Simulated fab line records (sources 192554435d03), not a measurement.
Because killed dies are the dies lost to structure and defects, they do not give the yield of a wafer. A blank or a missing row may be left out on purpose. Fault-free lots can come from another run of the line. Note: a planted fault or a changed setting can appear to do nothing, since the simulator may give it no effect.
fab line records	flow n5-finfet
record: lots: 5	wafers: 15	last-day: 15
route steps=1938 shown BEOL_M15@1807
lots that met no fault: taken from a fault-free run of the same line
start-h: hours from the record's first day to the start of the lot's first wafer shown	wait-h: hours elapsed since this lot's preceding step	" identical to the entry in the row above	L1.1+2: several wafers, shown together as one row	- no value, or no start given	* or withheld: withheld	< > ~ a bound
route shown NAME@n: names a module that has steps shown in the file, with the first one's number in the route	usual: mean/standard deviation of fault-free wafers	same: alike in all rows	chamber/n: place in a boat	sites: the reading at each site	_std_site: standard deviation of those values	_edge_site: mean of outer sites minus mean of inner sites	radius-mm: how far each site lies from the wafer's centre	mask NAME#n: copy n	behind: tool/chamber where the wafer was last shaped	hold: cause of the lot's hold/its duration in hours/its outcome	device: the transistor (n, p or np) that didn't switch	end of line: the tests these same wafers got at the end of their route	a step without rows: its recipe alone	killed: at the first sort, the dies lost to defects and structure; wafer yield is something else	map: shows each die of a wafer: x if killed, . if not, _ if none is there
set.NAME: the setting that was run; set.NAME@STEP: the one run at that earlier step	model.NAME: the simulator's own value behind a step, which no gauge read
lots seen at some steps along the route; tables by step, rows by wafer
services: from which hour (start-h, from the record's first day; less than 0 if before it) a tool's chamber was out of use, for how many hours, and why
== steps ==
step: N5_BEOL_M15_DESCUM_33
recipe: chemistry: O2	time-s: 7.9	source-power-w: 50	bias-power-w: 20	pressure-mtorr: 20	rf-frequency-hz: 2.712e+07	temp-c: 40	o2-flow-sccm: 225
usual: chamber-pressure-mTorr: 20.000/0.018	drypump-motor-current-A: 5.8/0.68	oes-product-au: 0.79/0.089	rf-vpp-V: 242.6/1.6	showerhead-plenum-p-Torr: 2.07/0.084	throttle-valve-pct: 20.39/0.19
lot.wafer	tool	chamber	start-h	wait-h	chamber-pressure-mTorr	drypump-motor-current-A	oes-product-au	rf-hours-counter-h	rf-vpp-V	showerhead-plenum-p-Torr	throttle-valve-pct
L081.2	rie-diel-03	2	292.34	0.3	20.013	5.1	0.72	184	245.5	2.17	20.39
L081.3	"	3	"	"	19.985	5.2	0.74	162	239.6	1.92	20.25
L081.5	"	2	"	"	20.006	5.2	0.72	-	243.5	2.17	20.39
L083.3	rie-diel-01	1	294.24	0.0	20.011	5.8	0.84	71	245.7	2.21	20.27
L083.5	"	3	"	"	19.999	4.9	0.89	-	243.6	2.13	20.04
L083.6	"	2	"	"	19.974	6.3	0.72	-	245.1	2.15	20.73
L086.3	rie-diel-05	2	316.25	0.0	20.046	6.2	0.68	217	238.3	1.99	20.68
L086.5	"	0	"	"	20.007	4.7	0.81	-	241.7	2.02	20.21
L086.6	"	3	"	"	20.003	6.8	0.73	-	241.8	1.99	20.47
L087.1	rie-diel-05	2	328.34	0.0	19.977	6.2	0.69	220	241.1	1.99	20.69
L087.3	"	1	"	"	20.045	6.0	0.89	37	243.1	2.05	20.42
L087.4	"	3	"	"	19.989	6.8	0.75	191	240.1	1.98	20.46
L090.2	rie-diel-05	0	333.05	0.0	20.005	4.7	0.82	85	242.7	2.02	20.22
L090.4	"	2	"	"	19.998	6.3	0.69	221	241.6	1.99	20.69
L090.5	"	1	"	"	19.981	6.0	0.88	-	243.3	2.05	20.43
step: N5_BEOL_M15_ETCH_61
recipe: chemistry: N2/H2	target: BARC	target-depth-a: 890	overetch-a: 267	time-s: 67.9	ion-energy-ev: 200	pressure-mtorr: 30	source-w: 840	bias-w: 150	n2-flow-sccm: 200	h2-flow-sccm: 200
usual: chamber-pressure-mTorr: 29.997/0.029	drypump-motor-current-A: 5.8/0.68	oes-product-au: 0.68/0.071	rf-vpp-V: 523/3	showerhead-plenum-p-Torr: 2.51/0.1	throttle-valve-pct: 17.86/0.21
lot.wafer	tool	chamber	start-h	wait-h	chamber-pressure-mTorr	drypump-motor-current-A	oes-product-au	rf-hours-counter-h	rf-vpp-V	showerhead-plenum-p-Torr	throttle-valve-pct
L081.2	rie-diel-03	2	292.38	0.0	29.972	5.2	0.62	184	527	2.63	17.79
L081.3	"	3	"	"	29.951	5.2	0.63	162	518	2.34	17.76
L081.5	"	2	"	"	29.994	5.1	0.62	-	525	2.63	17.77
L083.3	rie-diel-01	1	294.28	0.0	30.031	5.8	0.72	71	527	2.68	17.63
L083.5	"	3	"	"	29.993	4.9	0.75	-	525	2.60	17.52
L083.6	"	2	"	"	29.987	6.4	0.61	-	527	2.63	18.38
L086.3	rie-diel-05	2	316.28	0.0	29.967	6.2	0.59	217	521	2.41	18.02
L086.5	"	0	"	"	29.983	4.7	0.70	-	522	2.46	17.67
L086.6	"	3	"	"	30.030	6.8	0.63	-	519	2.43	17.97
L087.1	rie-diel-05	2	328.37	0.0	30.043	6.2	0.59	220	519	2.41	18.02
L087.3	"	1	"	"	30.020	6.0	0.75	37	524	2.50	18.03
L087.4	"	3	"	"	30.021	6.8	0.64	191	520	2.43	17.97
L090.2	rie-diel-05	0	333.09	0.0	30.013	4.7	0.69	85	521	2.46	17.68
L090.4	"	2	"	"	29.964	6.3	0.59	221	520	2.41	18.02
L090.5	"	1	"	"	29.961	6.0	0.75	-	522	2.50	18.05
step: N5_BEOL_M15_TRENCH_ETCH_34
recipe: chemistry: C4F8/O2/Ar	target: SiO2	target-depth-a: 8729.3	he-inner-torr: 15	he-outer-torr: 30	time-s: 199	ion-energy-ev: 800	pressure-mtorr: 20	source-w: 1905	bias-w: 2040	Ar_flow_sccm: 400	C4F8_flow_sccm: 16	O2_flow_sccm: 12
usual: chamber-pressure-mTorr: 20.001/0.019	drypump-motor-current-A: 5.8/0.68	he-outer-torr: 30.00/0.063	oes-product-au: 0.80/0.091	rf-vpp-V: 2212/19	showerhead-plenum-p-Torr: 3.40/0.12	throttle-valve-pct: 30.86/0.16
lot.wafer	tool	chamber	start-h	wait-h	chamber-pressure-mTorr	drypump-motor-current-A	he-outer-torr	oes-product-au	rf-hours-counter-h	rf-vpp-V	showerhead-plenum-p-Torr	throttle-valve-pct
L081.2	rie-diel-03	2	292.43	0.0	19.996	5.1	29.95	0.73	184	2212	3.54	30.63
L081.3	"	3	"	"	20.040	5.2	29.98	0.74	162	2206	3.17	30.66
L081.5	"	2	"	"	20.001	5.2	29.99	0.74	-	2211	3.54	30.64
L083.3	rie-diel-01	1	294.33	0.0	19.991	5.8	30.05	0.86	71	2230	3.61	30.73
L083.5	"	3	"	"	19.957	4.9	30.02	0.90	-	2214	3.52	30.70
L083.6	"	2	"	"	19.973	6.4	30.06	0.72	-	2214	3.53	31.28
L086.3	rie-diel-05	2	316.33	0.0	19.984	6.2	29.92	0.69	217	2199	3.27	30.99
L086.5	"	0	"	"	19.984	4.7	30.05	0.82	-	2199	3.35	30.77
L086.6	"	3	"	"	20.008	6.8	30.05	0.73	-	2184	3.30	31.01
L087.1	rie-diel-05	2	328.42	0.0	20.008	6.2	30.05	0.68	220	2198	3.27	30.99
L087.3	"	1	"	"	19.991	6.0	29.93	0.88	37	2237	3.35	30.94
L087.4	"	3	"	"	20.016	6.8	30.12	0.74	191	2184	3.30	31.03
L090.2	rie-diel-05	0	333.14	0.0	19.981	4.7	30.03	0.81	86	2198	3.35	30.78
L090.4	"	2	"	"	19.993	6.2	30.03	0.68	221	2198	3.27	30.99
L090.5	"	1	"	"	20.027	6.0	30.01	0.88	-	2239	3.35	30.91
step: N5_BEOL_M15_STRIP_36
recipe: chemistry: O2	power-w: 600	temp-c: 60	pressure-mtorr: 30	rf-frequency-hz: 6e+07	bias-power-w: 0	overash-fraction: 0.3	o2-flow-sccm: 225
usual: chamber-pressure-mTorr: 30.00/0.048	drypump-motor-current-A: 5.7/0.65	oes-product-au: 0.80/0.091	rf-vpp-V: 3.8/1	showerhead-plenum-p-Torr: 2.08/0.088	throttle-valve-pct: 16.62/0.21
lot.wafer	tool	chamber	start-h	wait-h	chamber-pressure-mTorr	drypump-motor-current-A	oes-product-au	rf-hours-counter-h	rf-vpp-V	showerhead-plenum-p-Torr	throttle-valve-pct
L081.2	rie-diel-01	0	292.70	0.1	30.07	6.0	0.93	24	3.5	2.15	16.49
L081.3	"	1	"	"	29.96	5.8	0.84	71	3.0	2.21	16.52
L081.5	"	0	"	"	29.95	6.0	0.95	-	3.9	2.15	16.56
L083.3	rie-diel-05	1	297.86	3.3	29.93	6.0	0.90	29	3.8	2.06	16.59
L083.5	"	0	"	"	29.97	4.7	0.83	-	2.2	2.03	16.47
L083.6	"	1	"	"	29.97	6.0	0.90	-	4.1	2.05	16.60
L086.3	rie-diel-05	1	318.23	1.7	30.03	6.0	0.89	34	4.1	2.05	16.62
L086.5	"	3	"	"	29.93	6.8	0.75	-	2.8	1.99	16.74
L086.6	"	2	"	"	29.97	6.2	0.69	-	6.7	2.00	16.94
L087.1	rie-diel-05	3	329.01	0.4	30.03	6.8	0.73	191	3.6	1.99	16.77
L087.3	"	0	"	"	30.00	4.7	0.81	84	3.8	2.02	16.44
L087.4	"	2	"	"	29.93	6.2	0.68	220	3.9	2.00	16.97
L090.2	rie-diel-05	0	335.93	2.6	29.94	4.7	0.82	86	3.0	2.02	16.48
L090.4	"	1	"	"	30.03	6.0	0.88	39	4.2	2.05	16.61
L090.5	"	3	"	"	29.99	6.8	0.74	-	5.2	1.99	16.75
step: N5_BEOL_M15_STRIP_62
recipe: chemistry: O2	power-w: 600	temp-c: 60	pressure-mtorr: 30	rf-frequency-hz: 6e+07	bias-power-w: 0	overash-fraction: 0.3	o2-flow-sccm: 225
usual: chamber-pressure-mTorr: 30.002/0.025	drypump-motor-current-A: 5.7/0.65	oes-product-au: 0.80/0.091	rf-vpp-V: 3.6/0.49	showerhead-plenum-p-Torr: 2.08/0.088	throttle-valve-pct: 16.62/0.21
lot.wafer	tool	chamber	start-h	wait-h	chamber-pressure-mTorr	drypump-motor-current-A	oes-product-au	rf-hours-counter-h	rf-vpp-V	showerhead-plenum-p-Torr	throttle-valve-pct
L081.2	rie-diel-01	0	-	-	30.075	6.0	0.94	24	4.1	2.15	16.54
L081.3	"	1	"	"	29.975	5.8	0.86	71	3.8	2.21	16.50
L081.5	"	0	"	"	29.968	6.0	0.95	-	4.1	2.15	16.53
L083.3	rie-diel-05	1	-	-	29.982	6.0	0.90	29	2.9	2.05	16.58
L083.5	"	0	"	"	29.975	4.7	0.82	-	4.4	2.03	16.47
L083.6	"	1	"	"	29.988	6.0	0.90	-	3.5	2.05	16.59
L086.3	rie-diel-05	1	-	-	29.989	6.0	0.89	34	3.5	2.05	16.59
L086.5	"	3	"	"	30.006	6.8	0.73	-	4.1	1.99	16.74
L086.6	"	2	"	"	29.995	6.2	0.69	-	3.6	2.00	16.95
L087.1	rie-diel-05	3	-	-	29.968	6.7	0.73	191	2.9	1.99	16.75
L087.3	"	0	"	"	30.017	4.7	0.82	84	4.2	2.02	16.50
L087.4	"	2	"	"	29.967	6.2	0.68	220	4.0	2.00	16.95
L090.2	rie-diel-05	0	-	-	29.990	4.7	0.81	86	3.9	2.02	16.50
L090.4	"	1	"	"	30.030	6.0	0.88	39	3.9	2.05	16.61
L090.5	"	3	"	"	30.031	6.8	0.73	-	4.7	1.99	16.75
step: N5_BEOL_M15_STRIP_37
recipe: chemistry: O2	power-w: 600	temp-c: 60	pressure-mtorr: 30	rf-frequency-hz: 6e+07	bias-power-w: 0	overash-fraction: 0.3	o2-flow-sccm: 225
usual: chamber-pressure-mTorr: 30.00/0.037	drypump-motor-current-A: 5.7/0.65	oes-product-au: 0.80/0.09	rf-vpp-V: 3.6/0.62	showerhead-plenum-p-Torr: 2.08/0.088	throttle-valve-pct: 16.62/0.21
lot.wafer	tool	chamber	start-h	wait-h	chamber-pressure-mTorr	drypump-motor-current-A	oes-product-au	rf-hours-counter-h	rf-vpp-V	showerhead-plenum-p-Torr	throttle-valve-pct
L081.2	rie-diel-01	0	-	-	30.03	6.0	0.94	24	2.8	2.15	16.57
L081.3	"	1	"	"	30.03	5.8	0.86	71	3.7	2.21	16.51
L081.5	"	0	"	"	30.00	6.0	0.94	-	4.2	2.15	16.55
L083.3	rie-diel-05	1	-	-	30.05	6.0	0.90	29	3.3	2.05	16.57
L083.5	"	0	"	"	30.02	4.7	0.82	-	4.5	2.03	16.45
L083.6	"	1	"	"	29.98	6.0	0.90	-	3.3	2.05	16.61
L086.3	rie-diel-05	1	-	-	30.03	6.0	0.89	34	3.9	2.05	16.59
L086.5	"	3	"	"	30.03	6.7	0.73	-	3.5	1.99	16.76
L086.6	"	2	"	"	29.99	6.2	0.68	-	3.4	2.00	16.95
L087.1	rie-diel-05	3	-	-	30.04	6.7	0.73	191	4.3	1.99	16.78
L087.3	"	0	"	"	30.02	4.7	0.82	84	4.8	2.02	16.48
L087.4	"	2	"	"	29.95	6.2	0.69	220	3.3	2.00	16.95
L090.2	rie-diel-05	0	-	-	29.98	4.7	0.81	86	4.6	2.02	16.50
L090.4	"	1	"	"	30.03	6.0	0.89	39	3.8	2.05	16.60
L090.5	"	3	"	"	29.99	6.8	0.73	-	4.5	1.99	16.75
step: N5_BEOL_M15_ETCH_38
recipe: chemistry: CF4/N2	target: SiCN	target-depth-a: 1064	taper-deg: 2	time-s: 120.5	ion-energy-ev: 150	mask-material: SiO2	pressure-mtorr: 40	source-w: 430	bias-w: 70	Ar_flow_sccm: 100	cf4-flow-sccm: 60	n2-flow-sccm: 60
usual: chamber-pressure-mTorr: 40.00/0.035	drypump-motor-current-A: 5.7/0.65	oes-product-au: 0.80/0.093	rf-vpp-V: 382.0/2.2	showerhead-plenum-p-Torr: 2.19/0.086	throttle-valve-pct: 15.40/0.21
lot.wafer	tool	chamber	start-h	wait-h	chamber-pressure-mTorr	drypump-motor-current-A	oes-product-au	rf-hours-counter-h	rf-vpp-V	showerhead-plenum-p-Torr	throttle-valve-pct
L081.2	rie-diel-01	0	-	-	40.00	6.0	0.94	24	383.7	2.25	15.26
L081.3	"	1	"	"	39.97	5.8	0.85	71	384.2	2.32	15.25
L081.5	"	0	"	"	40.03	6.0	0.94	-	381.1	2.25	15.26
L083.3	rie-diel-05	1	-	-	40.01	6.0	0.89	29	381.4	2.16	15.33
L083.5	"	0	"	"	40.00	4.7	0.83	-	379.0	2.14	15.29
L083.6	"	1	"	"	39.99	6.0	0.90	-	381.0	2.16	15.31
L086.3	rie-diel-05	1	-	-	40.03	6.0	0.89	34	381.7	2.16	15.32
L086.5	"	3	"	"	39.96	6.8	0.73	-	379.1	2.11	15.60
L086.6	"	2	"	"	40.01	6.2	0.68	-	379.1	2.09	15.66
L087.1	rie-diel-05	3	-	-	39.93	6.8	0.74	191	379.4	2.11	15.59
L087.3	"	0	"	"	40.05	4.7	0.82	84	380.5	2.14	15.32
L087.4	"	2	"	"	40.01	6.2	0.67	220	379.8	2.09	15.67
L090.2	rie-diel-05	0	-	-	40.04	4.7	0.82	86	381.5	2.14	15.32
L090.4	"	1	"	"	40.08	6.0	0.87	39	381.1	2.16	15.33
L090.5	"	3	"	"	39.96	6.8	0.74	-	379.7	2.11	15.60
step: N5_BEOL_M15_PRECLEAN_39
recipe: chemistry: residue-remover	time-s: 60	temp-c: 40
usual: bath-guard-temp-C: 39.9/0.61
lot.wafer	tool	chamber	start-h	wait-h	bath-guard-temp-C
L081.2	wet-bench-06	3	292.98	-	40.5
L081.3	"	4	"	"	40.2
L081.5	"	2	"	"	39.9
L083.3	wet-bench-01	4	298.15	-	39.3
L083.5	"	1	"	"	38.7
L083.6	"	2	"	"	39.8
L086.3	wet-bench-04	0	318.51	-	39.5
L086.5	"	6	"	"	40.2
L086.6	"	5	"	"	39.9
L087.1	wet-bench-01	7	329.28	-	40.9
L087.3	"	3	"	"	39.9
L087.4	"	4	"	"	39.4
L090.2	wet-bench-04	2	336.21	-	40.3
L090.4	"	1	"	"	39.9
L090.5	"	3	"	"	40.1
step: N5_BEOL_M15_SRD_40
recipe: time-s: 30	temp-c: 23	rinse-liquid: diw	dry: n2-spin	spin-rpm: 1500	dry-time-s: 30
lot.wafer	tool	chamber	start-h	wait-h
L081.2+3+5	wet-bench-06	3,4,2	293.01	0.0
L083.3+5+6	wet-bench-01	4,1,2	298.17	0.0
L086.3+5+6	wet-bench-04	0,6,5	318.53	0.0
L087.1+3+4	wet-bench-01	7,3,4	329.30	0.0
L090.2+4+5	wet-bench-04	2,1,3	336.23	0.0
step: N5_BEOL_M15_DEGAS_41
recipe: ambient: vacuum	temp-c: 300	time-s: 60
usual: heater-power-w: 478/49	susceptor-temp-C: 299.98/0.21
lot.wafer	tool	chamber	start-h	wait-h	heater-power-w	susceptor-temp-C
L081.2	pvd-sputter-02	-	293.14	0.1	447	300.09
L081.3	"	-	"	"	548	300.34
L081.5	"	-	"	"	514	299.72
L083.3	pvd-sputter-02	-	298.42	0.2	461	300.02
L083.5	"	-	"	"	448	299.96
L083.6	"	-	"	"	554	300.14
L086.3	pvd-sputter-01	-	318.93	0.4	460	299.89
L086.5	"	-	"	"	522	300.25
L086.6	"	-	"	"	444	300.21
L087.1	pvd-sputter-02	-	329.81	0.5	552	299.68
L087.3	"	-	"	"	448	300.28
L087.4	"	-	"	"	424	300.12
L090.2	pvd-sputter-03	-	336.77	0.5	427	300.12
L090.4	"	-	"	"	543	299.99
L090.5	"	-	"	"	434	300.04
step: N5_BEOL_M15_PRE_CLEAN_42
recipe: gas: H2/He	time-s: 30	temp-c: 300
usual: heater-power-w: 477/48	susceptor-temp-C: 300.00/0.19
lot.wafer	tool	chamber	start-h	wait-h	heater-power-w	susceptor-temp-C
L081.2	pvd-sputter-02	-	293.18	0.0	458	299.67
L081.3	"	-	"	"	545	299.87
L081.5	"	-	"	"	511	300.00
L083.3	pvd-sputter-02	-	298.46	0.0	453	299.75
L083.5	"	-	"	"	440	300.07
L083.6	"	-	"	"	551	300.38
L086.3	pvd-sputter-01	-	318.97	0.0	448	300.21
L086.5	"	-	"	"	526	300.07
L086.6	"	-	"	"	453	299.86
L087.1	pvd-sputter-02	-	329.85	0.0	545	300.04
L087.3	"	-	"	"	457	300.20
L087.4	"	-	"	"	419	299.81
L090.2	pvd-sputter-03	-	336.81	0.0	413	299.77
L090.4	"	-	"	"	538	300.06
L090.5	"	-	"	"	426	299.71
step: N5_BEOL_M15_SPUTTER_43
recipe: material: TaN	target-thk-a: 150	temp-c: 50	bias-v: 168.6	power-w: 15000	chamber-pressure-pa: 0.12	time-s: 24.19
usual: susceptor-temp-C: 49.98/0.12	throttle-valve-pct: 29.7/1.2
lot.wafer	tool	chamber	start-h	wait-h	susceptor-temp-C	throttle-valve-pct
L081.2	pvd-sputter-02	-	293.22	0.0	49.91	28.1
L081.3	"	-	"	"	49.99	29.8
L081.5	"	-	"	"	49.93	29.5
L083.3	pvd-sputter-02	-	298.50	0.0	50.03	28.3
L083.5	"	-	"	"	49.79	27.8
L083.6	"	-	"	"	50.15	29.9
L086.3	pvd-sputter-01	-	319.01	0.0	50.01	29.4
L086.5	"	-	"	"	49.82	31.1
L086.6	"	-	"	"	49.89	29.0
L087.1	pvd-sputter-02	-	329.89	0.0	50.08	29.7
L087.3	"	-	"	"	50.16	28.1
L087.4	"	-	"	"	50.11	29.7
L090.2	pvd-sputter-03	-	336.85	0.0	50.04	32.1
L090.4	"	-	"	"	50.04	29.9
L090.5	"	-	"	"	49.95	28.1
step: N5_BEOL_M15_SPUTTER_44
recipe: material: Ta	target-thk-a: 150	temp-c: 50	bias-v: 80	power-w: 15000	chamber-pressure-pa: 0.07	time-s: 24.19
usual: susceptor-temp-C: 50.01/0.11	throttle-valve-pct: 29.7/1.3
lot.wafer	tool	chamber	start-h	wait-h	susceptor-temp-C	throttle-valve-pct
L081.2	pvd-sputter-02	-	293.30	0.0	49.98	27.7
L081.3	"	-	"	"	49.91	29.9
L081.5	"	-	"	"	50.05	29.2
L083.3	pvd-sputter-02	-	298.58	0.0	50.16	27.8
L083.5	"	-	"	"	50.08	27.9
L083.6	"	-	"	"	49.89	29.9
L086.3	pvd-sputter-01	-	319.09	0.0	49.96	29.0
L086.5	"	-	"	"	50.01	31.1
L086.6	"	-	"	"	49.82	29.1
L087.1	pvd-sputter-02	-	329.97	0.0	49.88	29.8
L087.3	"	-	"	"	50.16	27.9
L087.4	"	-	"	"	49.99	29.5
L090.2	pvd-sputter-03	-	336.93	0.0	50.08	32.1
L090.4	"	-	"	"	50.11	29.7
L090.5	"	-	"	"	50.22	28.1
step: N5_BEOL_M15_SPUTTER_45
recipe: material: Cu	target-thk-a: 1000	temp-c: -20	bias-v: 60	power-w: 26000	chamber-pressure-pa: 0.13	time-s: 16.67
usual: susceptor-temp-C: -19.98/0.1	throttle-valve-pct: 29.7/1.3
lot.wafer	tool	chamber	start-h	wait-h	susceptor-temp-C	throttle-valve-pct
L081.2	pvd-sputter-02	-	293.38	0.0	-20.12	27.8
L081.3	"	-	"	"	-19.85	29.9
L081.5	"	-	"	"	-20.01	29.4
L083.3	pvd-sputter-02	-	298.66	0.0	-20.00	27.8
L083.5	"	-	"	"	-20.06	28.2
L083.6	"	-	"	"	-19.88	29.8
L086.3	pvd-sputter-01	-	319.17	0.0	-19.96	29.3
L086.5	"	-	"	"	-19.99	31.1
L086.6	"	-	"	"	-20.00	29.2
L087.1	pvd-sputter-02	-	330.05	0.0	-20.09	29.8
L087.3	"	-	"	"	-19.92	27.8
L087.4	"	-	"	"	-19.94	29.6
L090.2	pvd-sputter-03	-	337.01	0.0	-19.94	32.4
L090.4	"	-	"	"	-20.02	29.7
L090.5	"	-	"	"	-20.19	27.9
step: N5_BEOL_M15_ECD_47
recipe: material: Cu	target-thk-a: 18600
lot.wafer	tool	chamber	start-h	wait-h
L081.2+3+5	ecd-cu-01	0,1,1	293.50	0.1
L083.3+5+6	ecd-cu-02	0,1,0	298.86	0.2
L086.3+5+6	ecd-cu-02	1,1,0	319.36	0.2
L087.1+3+4	ecd-cu-01	1,0,1	330.16	0.1
L090.2+4+5	ecd-cu-02	0,1,1	337.13	0.1
step: N5_BEOL_M15_ANNEAL_48
recipe: temp-c: 225	time-s: 90	ambient: N2
usual: wafer_temp_C_max: 225.92/0.22
lot.wafer	tool	chamber	start-h	wait-h	wafer_temp_C_max
L081.2	rtp-anneal-02	0	293.79	0.2	226.07
L081.3	"	0	"	"	226.16
L081.5	"	0	"	"	226.23
L083.3	rtp-anneal-02	0	299.39	0.5	225.81
L083.5	"	0	"	"	226.01
L083.6	"	0	"	"	225.88
L086.3	rtp-anneal-01	0	319.79	0.4	225.74
L086.5	"	0	"	"	225.64
L086.6	"	0	"	"	225.77
L087.1	rtp-anneal-02	0	331.12	0.9	226.39
L087.3	"	0	"	"	226.13
L087.4	"	0	"	"	225.79
L090.2	rtp-anneal-02	0	338.15	1.0	225.95
L090.4	"	0	"	"	226.11
L090.5	"	0	"	"	225.92
step: N5_BEOL_M15_CMP_49
recipe: stop-on: SiO2	t-overpolish-s: 4.9	down-force-psi: 2	platen-rpm: 80	clearing-platen-down-force-psi: 2	clearing-platen-rpm: 80	post-cmp-clean: cu-alkaline	target-thk-nm: 850	clearing-platen-pad-velocity-m-s: 1.5917	pad-velocity-m-s: 1.5917
usual: barrier-field-endpoint-s: 11.41/0.2	motor-current-A: 8.3/0.86	overpolish-run-s: 4.899/0.0098	retaining-ring-pressure-frac: 1.000/0.0046	slurry-flow-ml-min: 150.0/0.44
lot.wafer	tool	chamber	start-h	wait-h	barrier-field-endpoint-s	motor-current-A	overpolish-run-s	retaining-ring-pressure-frac	slurry-flow-ml-min
L081.3	cmp-01	3	294.04	0.2	11.21	8.1	4.908	0.996	150.1
L081.2	"	0	"	"	11.04	8.2	4.897	1.002	150.1
L081.5	"	3	"	"	11.06	8.0	4.884	0.991	149.5
L083.3	cmp-02	1	299.60	0.2	11.31	7.3	4.897	1.008	149.3
L083.6	"	1	"	"	11.29	7.6	4.900	1.013	150.0
L083.5	"	2	"	"	11.41	7.3	4.870	1.004	149.8
L086.3	cmp-04	1	320.11	0.3	11.19	10.4	4.915	0.998	149.9
L086.5	"	2	"	"	11.33	9.3	4.890	1.006	150.5
L086.6	"	3	"	"	11.52	8.2	4.903	1.004	150.2
L087.1	cmp-02	2	331.53	0.4	11.37	7.6	4.896	1.000	149.9
L087.4	"	3	"	"	11.69	8.4	4.891	0.995	150.5
L087.3	"	1	"	"	11.39	8.2	4.876	0.999	150.2
L090.4	cmp-01	1	338.48	0.2	11.51	7.6	4.908	1.001	150.2
L090.2	"	2	"	"	11.39	7.0	4.889	0.992	149.3
L090.5	"	0	"	"	11.43	9.0	4.889	0.990	149.8
step: N5_BEOL_M15_THK_MEAS_50
recipe: thk-meas-gauge: xrf	reads: Cu_of_BEOL_M15_ECD_47
usual: M15_THK: 831/18
lot.wafer	tool	chamber	start-h	wait-h	M15_THK[nm]
L081.2	film-metro-01	-	294.34	-	830
L081.3	"	-	"	"	833
L081.5	"	-	"	"	828
L083.3	film-metro-02	-	299.90	-	830
L083.5	"	-	"	"	835
L083.6	"	-	"	"	817
L086.3	film-metro-02	-	320.30	-	801
L086.5	"	-	"	"	827
L086.6	"	-	"	"	823
L087.1	film-metro-01	-	331.82	-	824
L087.3	"	-	"	"	847
L087.4	"	-	"	"	838
L090.2	film-metro-01	-	338.70	-	836
L090.4	"	-	"	"	811
L090.5	"	-	"	"	843
step: N5_BEOL_M15_PRE_CLEAN_52
recipe: gas: NH3	time-s: 15	temp-c: withheld	rf-power-w: 300
lot.wafer	tool	chamber	start-h	wait-h
L081.2+3+5	pecvd-01	2,0,1	294.37	0.0
L083.3+5+6	pecvd-03	0,0,1	299.93	0.0
L086.3+5+6	pecvd-04	0,0,1	320.33	0.0
L087.1+3+4	pecvd-04	2,1,0	331.86	0.0
L090.2+4+5	pecvd-03	0,0,1	338.73	0.0
step: N5_BEOL_M15_DEP_53
recipe: material: SiCN	target-thk-a: 500	temp-c: withheld	precursor: 3MS/NH3	pressure-torr: 3	rf-w: 675	time-s: 17.8
usual: showerhead-plenum-p-Torr: 4.170/0.022	throttle-valve-pct: 18.1/0.66
lot.wafer	tool	chamber	start-h	wait-h	showerhead-plenum-p-Torr	throttle-valve-pct
L081.2	pecvd-01	2	294.40	0.0	4.126	17.8
L081.3	"	0	"	"	4.152	19.1
L081.5	"	1	"	"	4.166	19.1
L083.3	pecvd-03	0	299.96	0.0	4.189	18.0
L083.5	"	0	"	"	4.202	18.1
L083.6	"	1	"	"	4.198	18.6
L086.3	pecvd-04	0	320.36	0.0	4.158	19.3
L086.5	"	0	"	"	4.145	18.9
L086.6	"	1	"	"	4.174	17.6
L087.1	pecvd-04	2	331.88	0.0	4.178	17.4
L087.3	"	1	"	"	4.180	17.4
L087.4	"	0	"	"	4.148	18.9
L090.2	pecvd-03	0	338.76	0.0	4.199	17.8
L090.4	"	0	"	"	4.202	17.6
L090.5	"	1	"	"	4.188	18.6
step: N5_BEOL_M15_RS_MEAS_54
recipe: thk-meas-gauge: four-point-probe	reads: Cu_of_BEOL_M15_ECD_47+Ta_of_BEOL_M15_SPUTTER_44+TaN_of_BEOL_M15_SPUTTER_43
usual: M15_RS: 0.0214/0.00041
lot.wafer	tool	chamber	start-h	wait-h	M15_RS[ohm/sq]
L081.2	film-metro-01	-	294.47	0.1	0.0214
L081.3	"	-	"	"	0.0215
L081.5	"	-	"	"	0.0214
L083.3	film-metro-02	-	300.03	0.1	0.0211
L083.5	"	-	"	"	0.0211
L083.6	"	-	"	"	0.0216
L086.3	film-metro-02	-	320.42	0.1	0.0220
L086.5	"	-	"	"	0.0213
L086.6	"	-	"	"	0.0215
L087.1	film-metro-01	-	331.95	0.0	0.0216
L087.3	"	-	"	"	0.0210
L087.4	"	-	"	"	0.0213
L090.2	film-metro-01	-	338.83	0.1	0.0215
L090.4	"	-	"	"	0.0220
L090.5	"	-	"	"	0.0212
step: N5_BEOL_M15_INSPECT_55
recipe: inspect-instrument: darkfield	mode: post-dep
usual: raw-defect-count: 71/25
lot.wafer	tool	chamber	start-h	wait-h	raw-defect-count
L081.2	defect-inspect-02	-	294.49	0.0	38
L081.3	"	-	"	"	26
L081.5	"	-	"	"	65
L083.3	defect-inspect-02	-	300.05	0.0	95
L083.5	"	-	"	"	66
L083.6	"	-	"	"	83
L086.3	defect-inspect-01	-	320.45	0.0	64
L086.5	"	-	"	"	82
L086.6	"	-	"	"	83
L087.1	defect-inspect-01	-	331.97	0.0	89
L087.3	"	-	"	"	62
L087.4	"	-	"	"	32
L090.2	defect-inspect-02	-	338.85	0.0	50
L090.4	"	-	"	"	51
L090.5	"	-	"	"	77
== services ==
tool	chamber	start-h	hours	kind
cmp-04	-	269.89	-	consumable-replace:conditioner
cmp-04	-	269.89	-	consumable-replace:pad
pecvd-01	1	271.54	5.0	scheduled-down
rie-diel-01	2	276.08	10.4	repair
cmp-04	-	288.90	1.0	repair
rie-diel-03	1	291.76	7.9	repair
wet-bench-01	-	300.52	4.7	repair
pecvd-04	-	304.29	2.8	pm
cmp-01	-	304.58	3.6	pm
cmp-01	-	308.18	7.7	pm
pecvd-04	2	309.11	4.2	repair
cmp-02	-	310.75	10.9	pm
== key ==
fault none
